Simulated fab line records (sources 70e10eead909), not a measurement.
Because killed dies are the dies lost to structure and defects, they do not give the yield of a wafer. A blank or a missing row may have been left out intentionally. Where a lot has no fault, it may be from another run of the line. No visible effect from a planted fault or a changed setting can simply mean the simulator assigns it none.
A lot that was struck, set against a sound lot -- flow nand-harc -- 15 steps out of a route of 1302
Sound: these wafers, L846.1, L846.4, L846.5. The struck wafers were L842.2, L842.5, L842.6. The cause is named last.
At each step with rows: each side's tool, then ch and its chambers, then its first start. Under that, the readings that differ: sound wafers -- struck wafers -- difference of the means -- sigmas: that difference in standard deviations of wafers without a fault.
alike: readings whose means differ by less than 2 such deviations, and words and numbers that are the same on both sides. not compared: withheld readings, readings that some wafer has no value for, bounds like >300 that may hide the same value, and numbers for which the record gives no deviation and whose values overlap.
A row with sigmas, a row that says differs or no value, or rows on one side alone: a step with any of these is where the two part. When numbers do not overlap yet have no deviation, they are printed without sigmas and do not part them. A reading missing from all wafers of one side parts the sides only when that side holds two or more wafers.

first, 4 steps without rows for these wafers: NHARC_A_ZERO_WELL_STRIP_14 (strips in SPM, time 900 s); NHARC_A_ZERO_WELL_IMPLANT_15; NHARC_A_ZERO_WELL_PRECLEAN_22 (cleans in SC1, time 60 s); NHARC_A_ZERO_WELL_SRD_23.
NHARC_A_ZERO_WELL_RTA_16: time 10 s.
  sound on rtp-anneal-02 ch 0, day 12 23:34; struck on rtp-anneal-02 ch 0, day 11 06:44
  alike: lamp-power-pct, lamp_zone_1_pct, wafer_temp_C_max
NHARC_A_ZERO_WELL_INSPECT_17:
  sound on defect-inspect-02, day 12 23:46; struck on defect-inspect-02, day 11 06:54
  alike: raw-defect-count
then, 3 steps without rows for these wafers: NHARC_A_SOURCE_PLATE_PRECLEAN_00 (cleans in HF-LAST, time 60 s); NHARC_A_SOURCE_PLATE_SRD_01; NHARC_A_SOURCE_PLATE_OXIDE_02 (material SiO2, target thk 10 nm, ox time 1362 s).
NHARC_A_SOURCE_PLATE_THK_MEAS_09: measures by ellipsometry.
  sound on film-metro-01, day 13 05:20; struck on film-metro-02, day 11 14:13
  alike: thk-nm
then, 1 step without rows for these wafers: NHARC_A_SOURCE_PLATE_PVD_04 (deposits WSi2, target thk 50 nm).
NHARC_A_SOURCE_PLATE_CVD_03: deposits poly-Si, target thk 200 nm, time 4000 s.
  sound on lpcvd-poly-01 ch 0, day 13 07:54; struck on lpcvd-poly-02 ch 0, day 11 16:42
reading,sound,struck,difference,sigmas
spike-tc-bottom-C (C),638.7 640.4 638.2,626.4 626.0 627.8,-12.4,-13
spike-tc-centre-C (C),619.6 622.4 621.2,606.8 607.8 608.0,-13.5,-10
spike-tc-lower-C (C),620.3 619.3 617.7,607.8 607.2 606.6,-11.9,-12
spike-tc-top-C (C),641.2 640.3 639.0,623.6 623.9 623.3,-16.6,-7
spike-tc-upper-C (C),619.9 619.0 619.0,604.0 606.0 605.7,-14.1,-12
tube-center-temp-C (C),619.97 620.05 620.03,606.94 607 606.97,-13.05,-99 or more
then, 1 step without rows for these wafers: NHARC_A_SOURCE_PLATE_ANNEAL_05 (time 1800 s).
NHARC_A_SOURCE_PLATE_THK_MEAS_06: measures by ellipsometry.
  sound on film-metro-02, day 13 17:55; struck on film-metro-02, day 12 02:54
reading,sound,struck,difference,sigmas
thk-nm (nm),200.1 202.1 200.9,141.4 144.1 143.0,-58.2,-25
  not compared: hold
next, for these wafers, 1 step has no rows: NHARC_END_SORT_01.

## WHERE THEY PART
At NHARC_A_SOURCE_PLATE_CVD_03 first; at NHARC_A_SOURCE_PLATE_THK_MEAS_06 last (within this record only).

WHY: what had been put in by the simulator
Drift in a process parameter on lpcvd-poly-02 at NHARC_A_SOURCE_PLATE_CVD_03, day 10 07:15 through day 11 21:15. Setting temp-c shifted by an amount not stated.
